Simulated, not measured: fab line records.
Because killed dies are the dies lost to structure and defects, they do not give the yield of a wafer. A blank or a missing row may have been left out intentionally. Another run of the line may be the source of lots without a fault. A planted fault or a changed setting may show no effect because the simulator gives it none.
Which tool is to blame? :: flow nand-harc :: 7 lots, 21 wafers sampled, at 3 steps of a route of 1302

== WHAT THE GAUGES SHOWED, per wafer ==
NHARC_A_SOURCE_PLATE_THK_MEAS_09: measures by ellipsometry.
lot: L574
measured: day 7 22:32
on: film-metro-02
thk-nm (nm): 9.4 10.1 9.9

lot: L577
measured: day 9 04:17
on: film-metro-01
thk-nm (nm): 9.4 8.5 9.9

lot: L582
measured: day 10 22:28
on: film-metro-01
thk-nm (nm): 9.7 9.5 8.0

lot: L589
measured: day 13 21:56
on: film-metro-02
thk-nm (nm): 11.0 9.5 9.9

lot: L591
measured: day 14 14:52
on: film-metro-02
thk-nm (nm): 9.6 10.2 9.6

lot: L594
measured: day 15 17:10
on: film-metro-02
thk-nm (nm): 8.9 10.5 9.0

lot: L596
measured: day 16 15:56
on: film-metro-01
thk-nm (nm): 10.3 9.4 9.0

== WHAT TOOL EACH LOT RAN ON (gives the tool, then ch and the chambers of the sampled wafers, and finally the start) ==
lot: L574
NHARC_A_ZERO_WELL_DESCUM_12: rie-diel-04 ch 0,2,3, day 7 07:15
NHARC_A_ZERO_WELL_ETCH_13: rie-si-03 ch 0,1,2, day 7 07:28

lot: L577
NHARC_A_ZERO_WELL_DESCUM_12: rie-diel-09 ch 0,1,3, day 8 19:41
NHARC_A_ZERO_WELL_ETCH_13: rie-si-03 ch 1,2,3, day 8 19:55

lot: L582
NHARC_A_ZERO_WELL_DESCUM_12: rie-diel-08 ch 0,2,3, day 10 13:55
NHARC_A_ZERO_WELL_ETCH_13: rie-si-03 ch 1,2, day 10 14:07

lot: L589
NHARC_A_ZERO_WELL_DESCUM_12: rie-diel-04 ch 0,3, day 13 13:43
NHARC_A_ZERO_WELL_ETCH_13: rie-si-03 ch 0,2,3, day 13 13:57

lot: L591
NHARC_A_ZERO_WELL_DESCUM_12: rie-diel-04 ch 0,1, day 14 04:20
NHARC_A_ZERO_WELL_ETCH_13: rie-si-05 ch 0,1, day 14 04:34

lot: L594
NHARC_A_ZERO_WELL_DESCUM_12: rie-diel-04 ch 1,3, day 15 08:34
NHARC_A_ZERO_WELL_ETCH_13: rie-si-03 ch 0,3, day 15 08:46

lot: L596
NHARC_A_ZERO_WELL_DESCUM_12: rie-diel-08 ch 0,2,3, day 16 06:21
NHARC_A_ZERO_WELL_ETCH_13: rie-si-03 ch 1,2,3, day 16 06:33
- NHARC_A_ZERO_WELL_DESCUM_12: chemistry O2, time 3 s.
- NHARC_A_ZERO_WELL_ETCH_13: etches the open film in HBr/Cl2, target depth 120 nm, time 40.1 s.

== THE ANSWER, worked out from the rows above alone ==
Rule: the lots themselves supply what counts as usual. The widest of any qualifying gaps counts: lots, ordered by their means at a reading, are off when they make up no more than a third of the lots, leave a main group of 4 or more, and stand apart from it by 3 or more times the standard deviation of that group's means. The tables above print the reading to a certain number of digits; a main group whose means all agree to those digits is not used. A lot without any number at a reading at which 4 lots or more have one is off too. All remaining lots with rows at the step are treated as sound.
No lot is off on any of the readings shown, so nothing can be concluded from this.

== WHAT HAD BEEN PUT IN BY THE SIMULATOR ==
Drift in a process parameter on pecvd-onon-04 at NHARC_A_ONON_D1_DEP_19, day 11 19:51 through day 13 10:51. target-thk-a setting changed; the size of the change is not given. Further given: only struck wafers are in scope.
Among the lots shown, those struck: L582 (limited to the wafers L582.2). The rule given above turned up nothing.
